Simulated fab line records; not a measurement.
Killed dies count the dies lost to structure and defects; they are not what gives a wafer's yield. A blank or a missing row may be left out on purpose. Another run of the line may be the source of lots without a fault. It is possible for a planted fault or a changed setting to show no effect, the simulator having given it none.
The tool behind it: which one?	flow nandHarc	6 lots, 18 wafers sampled, at 5 steps of a route of 1159

== WHAT EACH GAUGE READ, for each wafer ==
NHARC_END_SORT_01.
lot	measured	on	killedAtArray
L698	day 21 14:04	prober-02	673 672 674

== TOOL THAT RAN EACH LOT (tool first, then ch and the chambers of the sampled wafers, then the start) ==
lot	NHARC_A_STAIRCASE_HM_DEP_456	NHARC_A_STAIRCASE_DEP_301	NHARC_A_STAIRCASE_DESCUM_312	NHARC_A_STAIRCASE_HM_OPEN_463
L695	aclDep-03 ch 0, day 13 01:11	pecvd-04 ch 1,2, day 13 08:14	rieDiel-08 ch 0,1,2, day 13 09:13	rieDiel-08 ch 0,1,3, no start
L698	aclDep-03 ch 0, day 13 18:07	pecvd-04 ch 0,2, day 14 01:01	rieDiel-08 ch 1,2,3, day 14 01:53	rieDiel-08 ch 0,1,3, day 21 14:04 or earlier
L701	aclDep-03 ch 0, day 14 18:49	pecvd-03 ch 0,1,2, day 15 03:07	rieDiel-09 ch 0,3, day 15 04:04	rieDiel-09 ch 0,1, no start
L705	aclDep-03 ch 0, day 15 01:08	pecvd-03 ch 1,2, day 15 08:12	rieDiel-11 ch 1,2, day 15 09:04	rieDiel-11 ch 0,3, no start
L707	aclDep-01 ch 0, day 16 01:49	pecvd-04 ch 0,1,2, day 16 10:34	rieDiel-08 ch 0,1,3, day 16 11:38	rieDiel-08 ch 0,1,3, no start
L712	aclDep-03 ch 0, day 16 20:10	pecvd-03 ch 0,1,2, day 17 03:17	rieDiel-11 ch 0,1,2, day 17 04:10	rieDiel-11 ch 1,2,3, no start
- NHARC_A_STAIRCASE_HM_DEP_456: deposits aC, target thk 1500 nm.
- NHARC_A_STAIRCASE_DEP_301: deposits SiON, target thk 30 nm.
- NHARC_A_STAIRCASE_DESCUM_312: chemistry O2, time 3 s.
- NHARC_A_STAIRCASE_HM_OPEN_463: chemistry O2/COS.

== THE ANSWER, worked out from the rows above alone ==
Rule: the usual values come from the lots themselves. Put in order of their means at a reading, lots are off if they are a third of the lots or fewer, leave a main group of 4 or more, and stand apart from it by a gap of 3 or more times the standard deviation of the main group's means; of several such gaps the widest counts. If all means in a main group match to the digits the tables above print for the reading, that group is not used. A lot without any number at a reading at which 4 lots or more have one is off too. Where the step has rows for the other lots, those lots are counted as sound.
No lot is off on any of the readings shown, so nothing can be concluded from this.

== WHAT HAD BEEN PUT IN BY THE SIMULATOR ==
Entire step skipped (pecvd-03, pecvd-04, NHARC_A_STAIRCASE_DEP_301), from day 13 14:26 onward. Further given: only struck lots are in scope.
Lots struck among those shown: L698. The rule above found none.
